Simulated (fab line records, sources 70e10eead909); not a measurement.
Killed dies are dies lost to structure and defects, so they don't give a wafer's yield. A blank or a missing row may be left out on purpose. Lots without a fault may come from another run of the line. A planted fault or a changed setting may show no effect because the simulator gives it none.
Which tool did it? | flow nand_harc | 12 lots, 36 wafers sampled, at 6 steps of a route of 1302

WHAT THE GAUGES READ, wafer by wafer
NHARC_A_M1_THK_MEAS_24: measures by xrf.
lot  | measured     | on            | thk_nm (nm)
L075 | day 23 03:37 | film_metro-02 | 154.4 152.9 151.8
L077 | day 24 11:54 | film_metro-02 | 152.1 155.1 153.7
L079 | day 24 22:43 | film_metro-02 | 155.6 157.7 156.8
L080 | day 25 16:47 | film_metro-01 | 154.0 154.5 153.1
L084 | day 27 10:10 | film_metro-01 | 155.5 154.8 153.7
L085 | day 27 22:34 | film_metro-01 | 151.9 152.7 151.3
L089 | day 29 02:13 | film_metro-02 | 155.2 154.1 155.7
L088 | day 29 08:59 | film_metro-01 | 155.8 157.3 153.9
L092 | day 30 15:26 | film_metro-01 | 154.2 154.0 155.5
L095 | day 31 06:58 | film_metro-02 | 154.5 152.3 153.9
L094 | day 31 12:19 | film_metro-01 | 155.4 152.4 157.3
L097 | day 32 13:53 | film_metro-02 | 153.5 156.5 155.4

WHICH TOOL RAN EACH LOT (tool, then ch and the chambers of the sampled wafers, then the start)
lot  | NHARC_A_BLC_CVD_24                       | NHARC_A_M0_DEGAS_28          | NHARC_A_M0_PRE_CLEAN_31         | NHARC_A_M1_DEGAS_29          | NHARC_A_M1_PRE_CLEAN_30
L075 | cvd_w-02 ch 0,1, day 22 22:02 or earlier | pvd_sputter-01, day 22 22:02 | pecvd-02 ch 0,2, day 22 23:41   | pvd_sputter-02, day 23 02:14 | pvd_sputter-02, day 23 03:37 or earlier
L077 | cvd_w-02 ch 0,1, day 24 04:18 or earlier | pvd_sputter-03, day 24 04:18 | pecvd-04 ch 0,1,2, day 24 06:25 | pvd_sputter-01, day 24 10:30 | pvd_sputter-01, day 24 11:54 or earlier
L079 | cvd_w-02 ch 0,1, day 24 17:08 or earlier | pvd_sputter-01, day 24 17:08 | pecvd-02 ch 0,2, day 24 18:47   | pvd_sputter-02, day 24 21:19 | pvd_sputter-02, day 24 22:43 or earlier
L080 | cvd_w-02 ch 0,1, day 25 11:13 or earlier | pvd_sputter-03, day 25 11:13 | pecvd-03 ch 0,1,2, day 25 12:53 | pvd_sputter-02, day 25 15:23 | pvd_sputter-02, day 25 16:47 or earlier
L084 | cvd_w-01 ch 0,1, day 27 04:17 or earlier | pvd_sputter-03, day 27 04:17 | pecvd-02 ch 1,2, day 27 05:54   | pvd_sputter-01, day 27 08:46 | pvd_sputter-01, day 27 10:10 or earlier
L085 | cvd_w-01 ch 0,1, day 27 17:07 or earlier | pvd_sputter-03, day 27 17:07 | pecvd-03 ch 0,1, day 27 18:45   | pvd_sputter-01, day 27 21:11 | pvd_sputter-01, day 27 22:34 or earlier
L089 | cvd_w-02 ch 0,1, day 28 20:38 or earlier | pvd_sputter-02, day 28 20:38 | pecvd-03 ch 0,1,2, day 28 22:28 | pvd_sputter-01, day 29 00:49 | pvd_sputter-01, day 29 02:13 or earlier
L088 | cvd_w-02 ch 0,1, day 29 03:25 or earlier | pvd_sputter-03, day 29 03:25 | pecvd-04 ch 1,2, day 29 05:02   | pvd_sputter-02, day 29 07:36 | pvd_sputter-02, day 29 08:59 or earlier
L092 | cvd_w-02 ch 0,1, day 30 10:00 or earlier | pvd_sputter-02, day 30 10:00 | pecvd-03 ch 0,1, day 30 11:40   | pvd_sputter-02, day 30 14:02 | pvd_sputter-02, day 30 15:26 or earlier
L095 | cvd_w-02 ch 0,1, day 31 01:24 or earlier | pvd_sputter-03, day 31 01:24 | pecvd-03 ch 1,2, day 31 03:01   | pvd_sputter-03, day 31 05:34 | pvd_sputter-03, day 31 06:58 or earlier
L094 | cvd_w-02 ch 0,1, day 31 06:38 or earlier | pvd_sputter-02, day 31 06:38 | pecvd-03 ch 0,1,2, day 31 08:16 | pvd_sputter-01, day 31 10:54 | pvd_sputter-01, day 31 12:19 or earlier
L097 | cvd_w-02 ch 0,1, day 32 08:22 or earlier | pvd_sputter-03, day 32 08:22 | pecvd-03 ch 0,2, day 32 10:01   | pvd_sputter-02, day 32 12:29 | pvd_sputter-02, day 32 13:53 or earlier
- NHARC_A_BLC_CVD_24: deposits W, target thk 150 nm, time 434 s.
- NHARC_A_M0_DEGAS_28: time 60 s.
- NHARC_A_M0_PRE_CLEAN_31: time 12 s.
- NHARC_A_M1_DEGAS_29: time 60 s.
- NHARC_A_M1_PRE_CLEAN_30: time 30 s.

THE ANSWER, worked out from the rows above alone
Rule: what is usual is taken from the lots themselves. Put in order of their means at a reading, lots are off if they are a third of the lots or fewer, leave a main group of 4 or more, and stand apart from it by a gap of 3 or more times the standard deviation of the main group's means; of several such gaps the widest counts. A main group whose means are all the same, to the digits that the tables above print for the reading, isn't used. A lot without any number at a reading at which 4 lots or more have one is off too. The other lots that the step has rows for count as sound.
No lot is off at any reading shown: from this, nothing can be told.

WHAT THE SIMULATOR HAD PUT IN
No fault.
